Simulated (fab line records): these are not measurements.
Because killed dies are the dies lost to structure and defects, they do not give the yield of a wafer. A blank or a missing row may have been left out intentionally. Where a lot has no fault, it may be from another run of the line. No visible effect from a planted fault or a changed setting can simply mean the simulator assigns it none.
Which tool did it?	flow n5-finfet	72 wafers sampled from 24 lots at 1 step of a route of 1938

## WHAT THE GAUGES READ, wafer by wafer
N5_BEOL_M1_CD_MEAS_28: target cd y 23.3 nm. Usual: cd-nm reads 24.0 nm (standard deviation 0.3).
lot	measured	on	cd-nm (nm)	flag
L076	day 6 11:59	cd-sem-03	24.0 23.9 23.7	
L074	day 6 12:10	cd-sem-03	24.0 23.8 24.5	
L075	day 6 14:35	cd-sem-01	24.3 24.1 24.3	
L077	day 7 01:57	cd-sem-03	24.2 24.3 23.9	
L078	day 7 04:21	cd-sem-03	23.9 24.2 23.6	
L079	day 7 08:38	cd-sem-02	24.5 24.4 24.2	
L080	day 7 15:41	cd-sem-02	23.7 24.1 24.0	
L081	day 7 21:59	cd-sem-01	23.7 23.7 24.2	
L082	day 7 23:27	cd-sem-01	23.6 23.7 23.9	
L083	day 8 03:26	cd-sem-03	23.4 24.0 23.7	
L084	day 8 12:15	cd-sem-02	23.7 23.8 24.1	
L085	day 8 23:53	cd-sem-01	23.5 23.9 23.9	
L086	day 9 12:00	cd-sem-02	23.7 23.7 23.4	
L088	day 9 19:34	cd-sem-01	23.8 23.4 23.8	
L087	day 9 22:40	cd-sem-01	23.9 23.6 24.2	
L089	day 10 03:01	cd-sem-03	24.0 23.7 24.2	
L090	day 10 08:08	cd-sem-02	24.3 23.7 23.7	
L091	day 10 10:44	cd-sem-03	24.3 23.8 24.2	
L092	day 10 21:37	cd-sem-03	24.3 24.0 24.5	
L094	day 11 01:34	cd-sem-02	23.8 23.9 24.2	
L093	day 11 01:38	cd-sem-01	24.0 23.9 23.7	
L095	day 11 05:46	cd-sem-02	24.2 24.0 24.3	
L096	day 11 18:26	cd-sem-01	24.5 23.9 24.6	
L097	day 11 21:55	cd-sem-02	23.9 23.8 24.0	

## EACH LOT AND THE TOOL THAT RAN IT (in order: tool; ch and the chambers of the sampled wafers; start)
There is no process step in the record ahead of these readings.

## AS READ BY THE TOOLS THEMSELVES (means over the sampled wafers that have a number; for cases with no such wafer, the mark the record gives instead)
The record holds no such reading with a usual standard deviation.

## THE ANSWER, worked out from the rows above alone
Rule: lot off if the mean of its wafers having a number is beyond 3 standard deviations from the usual mean. A lot without any number at a reading at which 4 lots or more have one is off too. The other lots that the step has rows for count as sound. The gauges are gone through in route order, then the tools' own readings, and for those a lot's mean is taken as printed above. At the first step where some lot is off, the reading lying furthest off is the one used; lots without a number count as furthest.
No lot is off at any reading shown: from this, nothing can be told.

## WHAT WAS PUT IN BY THE SIMULATOR
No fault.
